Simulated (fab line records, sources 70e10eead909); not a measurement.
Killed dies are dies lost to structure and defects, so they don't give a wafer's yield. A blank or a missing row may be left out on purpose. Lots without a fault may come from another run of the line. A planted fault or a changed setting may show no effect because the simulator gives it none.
Chamber matching | flow nand_harc | NHARC_A_STAIRCASE_STRIP_476 on rie_diel-09: 4 sister chambers
The step strips in O2, time 20 s. 4 wafers are shown with their chamber, then 9 later ones without.

WAFERS WITH THEIR CHAMBER
wafer  | chamber | showerhead_plenum_p_Torr (Torr)
L088.5 | 0       | 3.34
L085.6 | 2       | 3.55
L089.2 | 1       | 3.79
L089.6 | 3       | 3.54

WAFERS WITHOUT THEIR CHAMBER
wafer  | showerhead_plenum_p_Torr (Torr)
L091.1 | 3.34
L091.3 | 3.79
L091.4 | 3.54
L092.2 | 3.79
L092.5 | 3.79
L092.6 | 3.34
L097.3 | 3.34
L097.4 | 3.53
L097.6 | 3.53

WHICH CHAMBER EACH WENT THROUGH
wafer  | from the rows above | in truth
L091.1 | 0                   | 0
L091.3 | 1                   | 1
L091.4 | 3                   | 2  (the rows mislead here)
L092.2 | 1                   | 1
L092.5 | 1                   | 1
L092.6 | 0                   | 0
L097.3 | 0                   | 0
L097.4 | 3                   | 3
L097.6 | 3                   | 3
Placed correctly: 8 of 9. Can't be placed from these rows: 0. Placed wrongly: 1.
How it was worked out, from the rows above alone: a wafer's distance from a chamber is the root of the sum, over the readings, of the square of ((its reading less the chamber's mean) divided by the reading's scatter). The wafer belongs to the nearest chamber; if the next one is less than 2 further off, it can't be placed. A chamber's mean is the mean of its shown wafers. The scatter: with one shown wafer a chamber, the root of the mean of the squares of how far each hidden wafer lies from its nearest shown one.
